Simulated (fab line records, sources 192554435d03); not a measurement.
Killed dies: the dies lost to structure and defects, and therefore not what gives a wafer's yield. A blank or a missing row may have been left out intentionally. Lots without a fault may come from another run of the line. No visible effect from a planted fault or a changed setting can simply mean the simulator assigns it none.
Chamber matching + flow n5Finfet + N5_BEOL_M11_DESCUM_16 on rieDiel-01: 4 sister chambers
The step chemistry O2, time 7.9 s. 14 wafers are shown with their chamber, then 7 later ones without.

WAFERS PAIRED WITH THEIR CHAMBERS
| wafer  | chamber | showerheadPlenumPTorr (Torr) | drypumpMotorCurrentA (A) | throttleValvePct (%) |
|--------|---------|------------------------------|--------------------------|----------------------|
| L077.2 | 2       | 2.15                         | 5.75                     | 20.91                |
| L077.3 | 0       | 2.01                         | 5.40                     | 20.62                |
| L077.5 | 2       | 2.14                         | 5.75                     | 20.89                |
| L078.2 | 0       | 2.01                         | 5.43                     | 20.61                |
| L078.3 | 3       | 2.12                         | 5.19                     | 20.71                |
| L078.6 | 3       | 2.12                         | 5.18                     | 20.72                |
| L081.3 | 2       | 2.14                         | 5.77                     | 20.52                |
| L081.4 | 3       | 2.12                         | 5.15                     | 20.73                |
| L081.5 | 3       | 2.12                         | 5.15                     | 20.73                |
| L082.1 | 2       | 2.14                         | 5.74                     | 20.54                |
| L082.2 | 1       | 2.15                         | 5.44                     | 20.03                |
| L082.6 | 3       | 2.12                         | 5.15                     | 20.73                |
| L086.1 | 0       | 2.00                         | 5.45                     | 20.63                |
| L086.2 | 2       | 2.14                         | 5.73                     | 20.54                |

SIGNATURES, as means of the wafers listed above
| reading               | chamber 0 | chamber 1 | chamber 2 | chamber 3 | scatter within a chamber |
|-----------------------|-----------|-----------|-----------|-----------|--------------------------|
| showerheadPlenumPTorr | 2.0067    | 2.1500    | 2.1420    | 2.1200    | 0.00383                  |
| drypumpMotorCurrentA  | 5.4267    | 5.4400    | 5.7480    | 5.1640    | 0.0191                   |
| throttleValvePct      | 20.6200   | 20.0300   | 20.6800   | 20.7240   | 0.127                    |
Rule: for each reading, subtract the chamber's mean from the wafer's reading, divide by that reading's scatter and square the result; add these up over the readings and take the root, which gives the wafer's distance from the chamber. The wafer belongs to the nearest chamber; if the next one is less than 2 further off, it can't be placed. How the scatter is found: for the shown wafers, subtract from each reading the mean of its chamber, square and add these, divide the total by (wafers less chambers), then take the root.

WAFERS MISSING THEIR CHAMBER
| wafer  | showerheadPlenumPTorr (Torr) | drypumpMotorCurrentA (A) | throttleValvePct (%) |
|--------|------------------------------|--------------------------|----------------------|
| L086.4 | 2.12                         | 5.17                     | 20.72                |
| L092.2 | 2.14                         | 5.74                     | 20.56                |
| L092.4 | 2.11                         | 5.18                     | 20.75                |
| L092.6 | 2.00                         | 5.42                     | 20.64                |
| L096.1 | 1.99                         | 5.40                     | 20.66                |
| L096.4 | 2.13                         | 5.73                     | 20.57                |
| L096.6 | 2.13                         | 5.72                     | 20.58                |

CHAMBER TAKEN BY EACH
| wafer  | from the rows above | in truth |
|--------|---------------------|----------|
| L086.4 | 3                   | 3        |
| L092.2 | 2                   | 2        |
| L092.4 | 3                   | 3        |
| L092.6 | 0                   | 0        |
| L096.1 | 0                   | 0        |
| L096.4 | 2                   | 2        |
| L096.6 | 2                   | 2        |
Correctly placed: 7 of 7. Left unplaced by these rows: 0. Wrongly placed: 0.
